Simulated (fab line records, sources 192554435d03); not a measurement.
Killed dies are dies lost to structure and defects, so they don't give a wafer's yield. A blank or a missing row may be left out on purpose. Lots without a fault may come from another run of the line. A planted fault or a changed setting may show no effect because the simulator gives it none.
One fault seen from 2 desks | flow n5_finfet | each desk has only its own numbers; what lay behind them comes last

THE TOOL OWNER'S DESK: ald_metal-01
The tool's own readings at N5_HKMG_FIN_ALD_36 (deposits TiN, target thk 1 nm, pulse time 1 s, purge time 3 s): means of the sampled wafers that have a number, for each lot that ran on this tool. A lot is out of limits, marked OUT, if its mean lies more than 4 standard deviations from the usual mean; the brackets give that distance.
Columns: A = heater_power_w at N5_HKMG_FIN_ALD_36, usual 862 W; B = precursor_pulse_height_rel at N5_HKMG_FIN_ALD_36, usual 0.999
lot  | first seen here | A   | B
L929 | day 4 16:31     | 871 | 0.989
L931 | day 5 00:52     | 865 | 0.990
L950 | day 10 00:44    | 881 | 1.006
This desk's finding: nothing out of limits on any of the 3 lots.

THE METROLOGY DESK
What the gauges read, lot by lot, whatever tool the lot ran on: means of the sampled wafers that have a number. A lot is out of limits, marked OUT, if its mean lies more than 4 standard deviations from the usual mean; the brackets give that distance. Of its 16 readings 7 are shown: the one that was out of limits first, and those that lie furthest out on some lot.
Columns: A = IOFF_P at N5_BEOL_M4_RC_MEAS_101, usual 0.21 nA/um; B = IOFF_P_85C at N5_BEOL_M4_RC_MEAS_101, usual 3.6 nA/um; C = IOFF_P_LIN at N5_BEOL_M4_RC_MEAS_101, usual 0.098 nA/um; D = IOFF_P_LONG at N5_BEOL_M4_RC_MEAS_101, usual 0.000103 nA/um; E = VT_P at N5_BEOL_M4_RC_MEAS_101, usual -251 mV; F = VT_P_LONG at N5_BEOL_M4_RC_MEAS_101, usual -276.1 mV; G = VT_P_LVT at N5_BEOL_M4_RC_MEAS_101, usual -99.0 mV
lot  | first seen here | A               | B              | C                | D                   | E    | F      | G
L929 | day 4 17:41     | 0.20            | 3.4            | 0.096            | 0.000108            | -250 | -273.0 | -97.3
L931 | day 5 02:01     | 0.37 (+4.4) OUT | 5.8 (+4.2) OUT | 0.168 (+5.4) OUT | 0.000141 (+4.2) OUT | -238 | -268.1 | -85.6 (+4.6) OUT
L932 | day 5 08:00     | 0.20            | 3.5            | 0.100            | 0.000113            | -249 | -273.4 | -97.8
L944 | day 8 08:02     | 0.18            | 3.2            | 0.090            | 0.000116            | -250 | -272.3 | -101.8
L945 | day 8 17:45     | 0.19            | 3.4            | 0.094            | 0.000105            | -252 | -275.5 | -100.8
L946 | day 8 22:52     | 0.19            | 3.4            | 0.097            | 0.000109            | -249 | -274.6 | -98.9
L948 | day 9 11:04     | 0.19            | 3.4            | 0.092            | 0.000101            | -253 | -276.7 | -100.2
L949 | day 9 17:25     | 0.21            | 3.6            | 0.100            | 0.000107            | -250 | -275.0 | -99.9
L950 | day 10 01:46    | 0.16            | 3.0            | 0.081            | 0.000094            | -254 | -278.7 | -105.0
This desk's finding: out of limits on L931; first on L931, day 8 18:11 (IOFF_P at N5_BEOL_M4_RC_MEAS_101). In limits: L929, L932, L944, L945, L946, L948, L949, L950.

PUT TOGETHER
The metrology desk could have raised an alarm at day 8 18:11, on L931.
The tool owner's desk saw nothing out of limits.
The tool owner's desk has L931 on record, within its limits.
Of the lots named, all ran N5_HKMG_FIN_ALD_36 on ald_metal-01.

WHAT THE SIMULATOR HAD PUT IN
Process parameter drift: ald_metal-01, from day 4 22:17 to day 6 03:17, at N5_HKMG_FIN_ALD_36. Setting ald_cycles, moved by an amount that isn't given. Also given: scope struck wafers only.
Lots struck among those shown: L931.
Hours from the fault's start to each desk's first reading out of limits: the metrology desk, 92.
